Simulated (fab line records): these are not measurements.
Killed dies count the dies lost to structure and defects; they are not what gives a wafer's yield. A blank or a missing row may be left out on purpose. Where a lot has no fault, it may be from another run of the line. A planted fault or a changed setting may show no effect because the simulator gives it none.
A struck lot beside a sound one / flow nand_harc / 16 steps out of a route of 1159
Sound: the wafers L380.1, L380.2, L380.3. Struck: wafer L374.6. The cause is named last.
Per side, at each step with rows, come the tool, then ch with its chambers, and then its first start. Under that, the readings that differ: sound wafers / struck wafers / difference of the means / sigmas: that difference in standard deviations of wafers without a fault.
alike: a reading whose means differ by less than 2 such deviations, as well as words and numbers matching on both sides. not compared: withheld readings; readings where some wafer has no value; bounds like >300 that might hide an equal value; numbers whose values overlap and for which the record gives no deviation.
Wherever a step has rows on one side only, a row that says differs or no value, or a row with sigmas, the two part there. Non-overlapping numbers with no deviation appear without sigmas and do not part them. Lack of a reading on every wafer of one side parts them only where that side has two or more wafers.

NHARC_A_CHANNEL_FILL_D1_STRIP_28: strips in O2, time 20 s.
  sound on rie_diel-13 ch 0,1,2, day 13 00:52; struck on rie_diel-13 ch 1, day 11 18:31
  alike: drypump_motor_current_A, oes_product_au, rf_vpp_V, showerhead_plenum_p_Torr, throttle_valve_pct
  not compared: rf_hours_counter_h
then, 4 steps without rows for these wafers: NHARC_A_CHANNEL_FILL_D1_PRECLEAN_21 (cleans in dHF, time 30 s); NHARC_A_CHANNEL_FILL_D1_SRD_23; NHARC_A_CHANNEL_FILL_D1_CVD_05 (deposits poly-Si, target thk 5 nm); NHARC_A_CHANNEL_FILL_D1_ANNEAL_22 (time 7200 s).
NHARC_A_CHANNEL_FILL_D1_ALD_25: deposits SiOx, target thk 60 nm, pulse time 10 s, ald cycles 600.
  sound on ald_hk-02 ch 1,2,3, day 13 12:54; struck on ald_hk-04 ch 0, day 12 08:30
reading=heater_power_w (W); sound=497 442 504; struck=587; difference=+106; sigmas=+2
  alike: precursor_pulse_height_rel
NHARC_A_CHANNEL_FILL_D1_ETCHBACK_08: etches the open film in C4F8, target depth 220 nm, time 110 s.
  sound: rie_diel-10 ch 0,1,3; struck: rie_diel-09 ch 2
  alike: oes_product_au, rf_vpp_V
  not compared: rf_hours_counter_h
NHARC_A_CHANNEL_FILL_D1_STRIP_29: strips in O2, time 20 s.
  sound: rie_diel-10 ch 0,1,3; struck: rie_diel-09 ch 3
  alike: drypump_motor_current_A, oes_product_au, rf_vpp_V, showerhead_plenum_p_Torr, throttle_valve_pct
  not compared: rf_hours_counter_h
then, 3 steps without rows for these wafers: NHARC_A_CHANNEL_FILL_D1_PRECLEAN_30 (cleans in dHF, time 30 s); NHARC_A_CHANNEL_FILL_D1_SRD_31; NHARC_A_CHANNEL_FILL_D1_CVD_09 (deposits poly-Si, target thk 150 nm, time 3000 s).
NHARC_A_CHANNEL_FILL_D1_CMP_10: polishes, target thk 150 nm.
  sound on cmp-03 ch 0,1,2, day 13 23:42; struck on cmp-04 ch 1, day 12 17:31
reading=time_to_endpoint_s (s); sound=13.0 14.1 11.0; struck=18.3; difference=+5.6; sigmas=+3
  alike: motor_current_A
then, 1 step without rows for these wafers: NHARC_A_CHANNEL_FILL_D1_SRD_12.
NHARC_A_CHANNEL_FILL_D1_RTA_24: time 5 s.
  sound on rtp_anneal-01 ch 0, day 14 00:07; struck on rtp_anneal-01 ch 0, day 12 17:58
  alike: lamp_power_pct, lamp_zone_2_pct, wafer_temp_C_max
NHARC_A_CHANNEL_FILL_D1_INSPECT_13:
  sound: defect_inspect-01 at day 14 00:19; struck: defect_inspect-02 at day 12 18:11
reading=raw_defect_count; sound=270 329 220; struck=1258; difference=+985; sigmas=+6
  not compared: hold
-- break in the record here, with 9 days between the starts of the struck wafers on either side (left off in module A_CHANNEL_FILL_D1, picked up again in module END, where the first step shown is number 1159 on the route) --
NHARC_END_SORT_01:
  at this point the record logs the struck wafers (prober-01 ch 0, day 21 22:27) and has no rows for the sound ones

WHERE THEY PART
Last at NHARC_END_SORT_01 as far as this record goes, first at NHARC_A_CHANNEL_FILL_D1_ALD_25.

WHY: what had been put in by the simulator
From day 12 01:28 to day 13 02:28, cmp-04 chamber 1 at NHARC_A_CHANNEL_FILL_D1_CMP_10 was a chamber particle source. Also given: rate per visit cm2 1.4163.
